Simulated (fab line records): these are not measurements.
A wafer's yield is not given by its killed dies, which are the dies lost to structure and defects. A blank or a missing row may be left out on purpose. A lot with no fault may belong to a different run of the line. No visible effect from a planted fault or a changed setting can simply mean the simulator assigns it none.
Matching of chambers -- flow n5 finfet -- N5_BEOL_M0_SAQP_ETCH_49 on rie diel-06 has 4 sister chambers
The step etches SiO2 in CF4/O2, target depth 37 nm. 24 wafers are shown with their chamber, then 12 later ones without.

== EACH WAFER AND ITS CHAMBER ==
wafer,chamber,showerhead plenum p Torr (Torr),drypump motor current A (A),throttle valve pct (%)
L076.3,3,2.25,5.6,15.51
L076.4,0,2.17,5.9,15.95
L076.5,0,2.17,5.9,15.96
L077.2,2,2.29,5.2,16.10
L077.3,1,2.17,5.5,15.81
L077.6,1,2.17,5.5,15.82
L080.1,0,2.17,5.9,15.96
L080.4,1,2.17,5.5,15.84
L080.5,1,2.17,5.5,15.84
L082.1,0,2.17,5.9,15.97
L082.2,2,2.29,5.2,16.11
L082.3,1,2.17,5.5,15.84
L083.2,3,2.24,5.5,15.54
L083.3,0,2.17,5.8,15.98
L083.5,1,2.17,5.4,15.84
L084.1,2,2.29,5.2,16.12
L084.3,0,2.17,5.9,15.97
L084.6,0,2.17,5.9,15.98
L087.2,3,2.24,5.5,15.56
L087.5,3,2.24,5.5,15.55
L087.6,2,2.29,5.2,16.13
L091.1,2,2.28,5.2,16.15
L091.3,0,2.17,5.9,15.55
L091.6,0,2.17,5.9,15.55

SIGNATURES, as means of the wafers listed above
reading,chamber 0,chamber 1,chamber 2,chamber 3,scatter within a chamber
showerhead plenum p Torr,2.1700,2.1700,2.2880,2.2425,0.00278
drypump motor current A,5.889,5.483,5.200,5.525,0.0352
throttle valve pct,15.8744,15.8317,16.1220,15.5400,0.117
Rule: for a wafer and a chamber, the distance is found by dividing, reading by reading, the gap between the wafer's reading and the chamber's mean by the reading's scatter, squaring, summing and taking the root. The wafer belongs to the nearest chamber; if the next one is less than 2 further off, it can't be placed. The scatter: take each reading less its chamber's mean, square it, sum over the shown wafers, divide by the number of wafers less the number of chambers, and take the root.

== WAFERS MISSING THEIR CHAMBER ==
wafer,showerhead plenum p Torr (Torr),drypump motor current A (A),throttle valve pct (%)
L092.2,2.16,6.0,15.55
L092.4,2.16,5.9,15.54
L092.6,2.23,5.5,15.58
L094.1,2.28,5.2,16.17
L094.2,2.23,5.5,15.59
L094.6,2.16,5.9,15.55
L096.1,2.23,5.5,15.60
L096.2,2.16,5.5,15.38
L096.3,2.28,5.2,16.18
L097.2,2.16,5.9,15.57
L097.4,2.16,5.9,15.58
L097.6,2.28,5.2,16.18

== WHICH CHAMBER EACH ONE RAN IN ==
wafer,from the rows above,in truth
L092.2,0,0
L092.4,0,0
L092.6,3,3
L094.1,2,2
L094.2,3,3
L094.6,0,0
L096.1,3,3
L096.2,1,1
L096.3,2,2
L097.2,0,0
L097.4,0,0
L097.6,2,2
Correct placement for 12 of the 12. From these rows, 0 cannot be placed. Wrongly placed: 0.
